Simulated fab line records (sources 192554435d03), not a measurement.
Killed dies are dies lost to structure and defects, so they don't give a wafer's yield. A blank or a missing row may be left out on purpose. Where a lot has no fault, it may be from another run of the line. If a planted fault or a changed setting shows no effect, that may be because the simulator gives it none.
Which tool did it?	flow n5_finfet	69 wafers from 23 lots sampled at 5 of the route's 1938 steps

== WHAT EACH GAUGE READ, for each wafer ==
N5_BEOL_M3_OVL_MEAS_29.
lot	measured	on	V2_OVL (nm)
L074	day 7 20:32	overlay-01	-0.6 -0.1 -1.0
L075	day 7 23:43	overlay-01	-1.1 -1.1 -0.9
L076	day 8 05:27	overlay-02	-0.7 -0.7 -0.8
L077	day 8 10:18	overlay-01	-0.1 0.0 -0.3
L078	day 8 16:12	overlay-02	0.3 -0.6 -1.0
L079	day 8 19:18	overlay-02	-0.1 -0.7 -0.4
L080	day 9 18:04	overlay-02	-1.1 -1.4 -0.3
L081	day 9 18:07	overlay-01	-0.2 -0.7 -0.4
L082	day 9 19:25	overlay-02	-0.3 -0.1 -0.1
L085	day 10 07:06	overlay-01	-0.8 -1.0 -0.5
L083	day 10 07:14	overlay-01	-0.4 -1.0 -0.9
L084	day 10 16:41	overlay-02	-0.5 -0.5 -1.4
L086	day 11 00:32	overlay-01	-0.8 -1.0 -1.1
L089	day 11 00:46	overlay-01	-0.3 -0.9 -0.1
L088	day 11 04:20	overlay-01	-0.5 -0.8 -1.1
L090	day 11 05:21	overlay-02	0.5 0.3 -0.4
L091	day 11 19:55	overlay-01	-0.1 -0.1 -1.0
L092	day 12 10:01	overlay-02	-1.0 -0.8 -0.3
L093	day 12 20:42	overlay-02	0.6 0.1 0.0
L094	day 12 16:29	overlay-01	-0.2 0.5 -0.3
L095	day 13 08:28	overlay-02	0.8 -0.4 0.1
L096	day 13 15:59	overlay-02	-0.2 -0.5 -0.4
L097	day 13 23:52	overlay-01	-0.3 -0.8 -1.1

== WHAT TOOL EACH LOT RAN ON (gives the tool, then ch and the chambers of the sampled wafers, and finally the start) ==
lot	N5_BEOL_M2_ANNEAL_49	N5_BEOL_M2_SPUTTER_92	N5_BEOL_M3_ETCH_64	N5_BEOL_M3_STRIP_66
L074	pvd_sputter-02, day 7 11:51	pvd_sputter-02, day 7 16:03	rie_diel-02 ch 0,2, day 7 19:43	rie_diel-02 ch 0,2, day 7 19:50
L075	pvd_sputter-03, day 7 18:33	pvd_sputter-03, day 7 19:47	rie_diel-02 ch 1,3, day 7 22:59	rie_diel-02 ch 1,3, day 7 23:07
L076	pvd_sputter-03, day 7 20:23	pvd_sputter-03, day 7 21:38	rie_diel-02 ch 1,3, day 8 04:45	rie_diel-02 ch 1,3, day 8 04:53
L077	pvd_sputter-02, day 7 23:59	pvd_sputter-02, day 8 01:13	rie_diel-06 ch 0,1,3, day 8 09:35	rie_diel-06 ch 0,1,3, day 8 09:43
L078	pvd_sputter-03, day 8 10:57	pvd_sputter-03, day 8 12:11	rie_diel-04 ch 1,2, day 8 15:23	rie_diel-04 ch 1,2, day 8 15:31
L079	pvd_sputter-02, day 8 12:41	pvd_sputter-02, day 8 13:56	rie_diel-06 ch 0,2,3, day 8 18:29	rie_diel-06 ch 0,2,3, day 8 18:37
L080	pvd_sputter-02, day 9 11:33	pvd_sputter-02, day 9 12:47	rie_diel-02 ch 0,1,2, day 9 17:08	rie_diel-02 ch 0,1,2, day 9 17:15
L081	pvd_sputter-01, day 9 11:41	pvd_sputter-01, day 9 12:56	rie_diel-02 ch 0,1,3, day 9 17:21	rie_diel-02 ch 0,1,3, day 9 17:29
L082	pvd_sputter-02, day 9 14:38	pvd_sputter-02, day 9 15:52	rie_diel-06 ch 0,3, day 9 18:35	rie_diel-06 ch 0,3, day 9 18:43
L085	pvd_sputter-03, day 9 18:15	pvd_sputter-03, day 9 19:29	rie_diel-02 ch 0,1,3, day 10 02:45	rie_diel-02 ch 0,1,3, day 10 02:53
L083	pvd_sputter-01, day 9 22:27	pvd_sputter-01, day 9 23:41	rie_diel-02 ch 0,1,3, day 10 02:59	rie_diel-02 ch 0,1,3, day 10 03:06
L084	pvd_sputter-01, day 10 09:18	pvd_sputter-01, day 10 10:32	rie_diel-02 ch 0,3, day 10 15:51	rie_diel-02 ch 0,3, day 10 15:59
L086	pvd_sputter-03, day 10 18:06	pvd_sputter-03, day 10 19:20	rie_diel-04 ch 0,2, day 10 23:50	rie_diel-04 ch 0,2, day 10 23:58
L089	pvd_sputter-02, day 10 19:17	pvd_sputter-02, day 10 20:31	rie_diel-02 ch 0,1,3, day 10 23:56	rie_diel-02 ch 0,1,3, day 11 00:04
L088	pvd_sputter-03, day 10 21:02	pvd_sputter-03, day 10 22:17	rie_diel-02 ch 0,1, day 11 03:30	rie_diel-02 ch 0,1, day 11 03:38
L090	pvd_sputter-03, day 11 00:40	pvd_sputter-03, day 11 01:54	rie_diel-04 ch 1,2,3, day 11 04:40	rie_diel-04 ch 1,2,3, day 11 04:47
L091	pvd_sputter-01, day 11 15:40	pvd_sputter-01, day 11 16:55	rie_diel-06 ch 0,1,3, day 11 19:13	rie_diel-06 ch 0,1,3, day 11 19:20
L092	pvd_sputter-03, day 12 03:32	pvd_sputter-03, day 12 04:47	rie_diel-04 ch 0,2,3, day 12 09:19	rie_diel-04 ch 0,2,3, day 12 09:26
L093	pvd_sputter-03, day 12 10:17	pvd_sputter-03, day 12 16:55	rie_diel-06 ch 0,2, day 12 19:57	rie_diel-06 ch 0,2, day 12 20:05
L094	pvd_sputter-02, day 12 11:52	pvd_sputter-02, day 12 13:14	rie_diel-04 ch 0,2,3, day 12 15:40	rie_diel-04 ch 0,2,3, day 12 15:47
L095	pvd_sputter-03, day 13 03:37	pvd_sputter-03, day 13 04:52	rie_diel-06 ch 0,1,2, day 13 07:38	rie_diel-06 ch 0,1,2, day 13 07:46
L096	pvd_sputter-03, day 13 09:40	pvd_sputter-03, day 13 10:54	rie_diel-02 ch 0,2,3, day 13 15:05	rie_diel-02 ch 0,2,3, day 13 15:12
L097	pvd_sputter-02, day 13 18:05	pvd_sputter-02, day 13 19:20	rie_diel-04 ch 0,1, day 13 23:08	rie_diel-04 ch 0,1, day 13 23:16
- N5_BEOL_M2_ANNEAL_49: time 240 s.
- N5_BEOL_M2_SPUTTER_92: material Cu, target thk 4.5 nm, time 8.29 s.
- N5_BEOL_M3_ETCH_64: etches SOC in N2/H2, target depth 75 nm, overetch 15 nm, time 112.5 s.
- N5_BEOL_M3_STRIP_66: strips in CF4.

== WHAT THE TOOLS THEMSELVES READ (means of the sampled wafers that have a number; where no wafer has one, the mark that the record gives instead) ==
N5_BEOL_M2_ANNEAL_49.
lot	tool	heater_power_w (W)	susceptor_temp_C_max
L074	pvd_sputter-02	798	401.0
L075	pvd_sputter-03	761	401.1
L076	pvd_sputter-03	783	401.7
L077	pvd_sputter-02	695	401.6
L078	pvd_sputter-03	806	400.8
L079	pvd_sputter-02	772	401.4
L080	pvd_sputter-02	733	401.5
L081	pvd_sputter-01	769	401.3
L082	pvd_sputter-02	800	400.8
L085	pvd_sputter-03	757	400.8
L083	pvd_sputter-01	875	400.8
L084	pvd_sputter-01	738	401.8
L086	pvd_sputter-03	760	400.8
L089	pvd_sputter-02	790	401.2
L088	pvd_sputter-03	851	401.2
L090	pvd_sputter-03	793	401.5
L091	pvd_sputter-01	791	401.6
L092	pvd_sputter-03	751	400.8
L093	pvd_sputter-03	767	400.7
L094	pvd_sputter-02	755	400.7
L095	pvd_sputter-03	805	400.9
L096	pvd_sputter-03	802	401.4
L097	pvd_sputter-02	792	400.8

N5_BEOL_M2_SPUTTER_92.
lot	tool	chuck_gas_flow_sccm (sccm)	throttle_valve_pct (%)
L074	pvd_sputter-02	1.22	29.6
L075	pvd_sputter-03	1.19	30.2
L076	pvd_sputter-03	1.29	29.9
L077	pvd_sputter-02	1.30	30.0
L078	pvd_sputter-03	1.26	29.2
L079	pvd_sputter-02	1.23	29.9
L080	pvd_sputter-02	1.25	29.7
L081	pvd_sputter-01	1.28	31.7
L082	pvd_sputter-02	1.23	29.4
L085	pvd_sputter-03	1.22	30.1
L083	pvd_sputter-01	1.24	30.9
L084	pvd_sputter-01	1.29	32.2
L086	pvd_sputter-03	1.28	29.5
L089	pvd_sputter-02	1.29	29.5
L088	pvd_sputter-03	1.25	28.2
L090	pvd_sputter-03	1.23	29.0
L091	pvd_sputter-01	1.25	30.6
L092	pvd_sputter-03	1.26	30.2
L093	pvd_sputter-03	1.24	29.6
L094	pvd_sputter-02	1.24	29.4
L095	pvd_sputter-03	1.22	28.8
L096	pvd_sputter-03	1.23	29.1
L097	pvd_sputter-02	1.25	30.1

N5_BEOL_M3_ETCH_64.
lot	tool	bias_w (W)	drypump_motor_current_A (A)	h2_flow_sccm (sccm)	oes_product_au (a.u.)	rf_vpp_V (V)	showerhead_plenum_p_Torr (Torr)	throttle_valve_pct (%)
L074	rie_diel-02	149.8	5.8	200.1	0.68	524.2	2.55	17.67
L075	rie_diel-02	149.3	6.7	199.9	0.63	523.5	2.54	18.09
L076	rie_diel-02	149.9	6.7	199.8	0.63	523.4	2.54	18.09
L077	rie_diel-06	149.3	5.8	199.6	0.63	525.3	2.60	17.93
L078	rie_diel-04	149.9	5.1	201.1	0.64	523.5	2.52	17.76
L079	rie_diel-06	150.1	5.7	199.7	0.64	524.0	2.53	17.85
L080	rie_diel-02	150.2	6.1	200.0	0.63	524.0	2.57	17.68
L081	rie_diel-02	150.2	6.2	200.4	0.64	524.5	2.57	17.90
L082	rie_diel-06	150.1	6.0	200.6	0.66	523.9	2.58	17.78
L085	rie_diel-02	150.0	6.2	199.9	0.63	524.7	2.57	17.89
L083	rie_diel-02	149.9	6.2	199.5	0.63	524.6	2.57	17.90
L084	rie_diel-02	149.9	5.9	200.8	0.66	523.8	2.54	17.92
L086	rie_diel-04	150.0	5.5	200.6	0.60	520.3	2.43	17.70
L089	rie_diel-02	149.7	6.2	199.4	0.63	524.3	2.57	17.91
L088	rie_diel-02	150.2	6.1	199.4	0.61	526.5	2.63	17.68
L090	rie_diel-04	150.4	5.3	199.6	0.61	522.0	2.47	17.83
L091	rie_diel-06	150.3	5.8	199.5	0.60	524.4	2.59	17.97
L092	rie_diel-04	150.2	5.6	199.9	0.61	520.4	2.43	17.77
L093	rie_diel-06	150.4	6.0	200.0	0.62	522.2	2.48	17.93
L094	rie_diel-04	150.4	5.6	200.5	0.61	521.0	2.43	17.79
L095	rie_diel-06	149.9	6.1	199.9	0.60	523.5	2.55	18.00
L096	rie_diel-02	150.0	6.3	200.3	0.63	521.6	2.50	17.95
L097	rie_diel-04	150.0	5.7	200.0	0.67	522.9	2.50	17.76

N5_BEOL_M3_STRIP_66.
lot	tool	drypump_motor_current_A (A)	oes_product_au (a.u.)	power_w (W)	rf_vpp_V (V)	showerhead_plenum_p_Torr (Torr)	throttle_valve_pct (%)
L074	rie_diel-02	5.7	0.85	299.9	270.9	1.79	13.31
L075	rie_diel-02	6.7	0.78	300.0	271.5	1.78	13.68
L076	rie_diel-02	6.7	0.79	300.9	270.7	1.78	13.68
L077	rie_diel-06	5.8	0.78	300.6	273.0	1.83	13.65
L078	rie_diel-04	5.1	0.80	301.5	270.9	1.78	13.58
L079	rie_diel-06	5.7	0.79	300.3	270.6	1.78	13.59
L080	rie_diel-02	6.1	0.79	299.8	271.8	1.80	13.36
L081	rie_diel-02	6.2	0.79	299.5	271.3	1.80	13.54
L082	rie_diel-06	6.0	0.83	301.0	271.3	1.82	13.45
L085	rie_diel-02	6.2	0.78	299.7	270.6	1.80	13.54
L083	rie_diel-02	6.2	0.79	299.8	271.3	1.80	13.54
L084	rie_diel-02	5.9	0.83	299.0	271.3	1.79	13.52
L086	rie_diel-04	5.5	0.75	300.7	269.4	1.72	13.67
L089	rie_diel-02	6.2	0.78	300.4	271.1	1.80	13.56
L088	rie_diel-02	6.1	0.77	300.2	271.9	1.84	13.40
L090	rie_diel-04	5.3	0.76	300.4	270.7	1.74	13.69
L091	rie_diel-06	5.8	0.76	299.3	271.4	1.82	13.69
L092	rie_diel-04	5.6	0.77	300.1	269.5	1.73	13.68
L093	rie_diel-06	6.0	0.77	300.4	270.4	1.75	13.67
L094	rie_diel-04	5.6	0.77	300.6	269.8	1.73	13.70
L095	rie_diel-06	6.1	0.75	299.6	272.0	1.80	13.75
L096	rie_diel-02	6.2	0.79	299.8	270.3	1.75	13.58
L097	rie_diel-04	5.7	0.84	299.7	271.6	1.78	13.56

== THE ANSWER, worked out from the rows above alone ==
Rule: the lots themselves supply what counts as usual. Put in order of their means at a reading, lots are off if they are a third of the lots or fewer, leave a main group of 4 or more, and stand apart from it by a gap of 3 or more times the standard deviation of the main group's means; of several such gaps the widest counts. If all means in a main group match to the digits the tables above print for the reading, that group is not used. Also off: a lot with no number at a reading for which 4 or more lots have one. Where the step has rows for the other lots, those lots are counted as sound. First the gauges in route order, then the tools' own readings, where a lot's mean is used as printed above. The first step at which some lot is off is used, and at that step the reading that is off furthest; a lot without a number counts as furthest.
None of the lots is off at any reading shown; this tells nothing.

== WHAT THE SIMULATOR PUT IN ==
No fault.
